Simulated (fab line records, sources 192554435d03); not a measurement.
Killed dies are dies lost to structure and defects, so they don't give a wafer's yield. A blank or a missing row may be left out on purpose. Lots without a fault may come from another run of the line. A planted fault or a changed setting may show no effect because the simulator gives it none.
Chamber matching | flow n5_finfet | N5_MOL_CONTACT_COAG_CMP_52 on cmp-04: 4 sister chambers
The step polishes, stops on SiO2, t overpolish 1.5 s, target thk 66.5 nm. 8 wafers are shown with their chamber, then 9 later ones without.

WAFERS WITH THEIR CHAMBER
wafer  | chamber | motor_current_A (A) | time_to_endpoint_s (s)
L076.6 | 2       | 10.6                | 11.4
L077.6 | 0       | 11.6                | 14.9
L083.1 | 3       | 14.1                | 19.1
L083.2 | 1       | 11.9                | 14.0
L083.4 | 0       | 12.2                | 13.9
L085.1 | 2       | 10.6                | 10.3
L085.3 | 1       | 13.1                | 12.7
L085.4 | 3       | 14.3                | 16.3

WAFERS WITHOUT THEIR CHAMBER
wafer  | motor_current_A (A) | time_to_endpoint_s (s)
L090.2 | 14.2                | 15.5
L090.4 | 11.7                | 9.8
L090.5 | 11.1                | 9.9
L094.1 | 12.1                | 12.6
L094.2 | 11.1                | 11.8
L094.5 | 11.9                | 12.7
L097.2 | 11.7                | 12.5
L097.3 | 11.8                | 14.4
L097.4 | 10.7                | 13.3

WHICH CHAMBER EACH WENT THROUGH
wafer  | from the rows above          | in truth
L090.2 | 3                            | 3
L090.4 | can't be placed: 2 or 1 or 0 | 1
L090.5 | 2                            | 2
L094.1 | can't be placed: 1 or 0      | 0
L094.2 | can't be placed: 2 or 0 or 1 | 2
L094.5 | can't be placed: 1 or 0 or 2 | 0
L097.2 | can't be placed: 0 or 1 or 2 | 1
L097.3 | can't be placed: 0 or 1      | 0
L097.4 | can't be placed: 2 or 0 or 1 | 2
Placed correctly: 2 of 9. Can't be placed from these rows: 7 (the true chamber is among the candidates in 7). Placed wrongly: 0.
How it was worked out, from the rows above alone: a wafer's distance from a chamber is the root of the sum, over the readings, of the square of ((its reading less the chamber's mean) divided by the reading's scatter). The wafer belongs to the nearest chamber; if the next one is less than 2 further off, it can't be placed. A chamber's mean is the mean of its shown wafers. The scatter: the root of (the sum of the squares of (reading less its chamber's mean) over the shown wafers, divided by (wafers less chambers)).
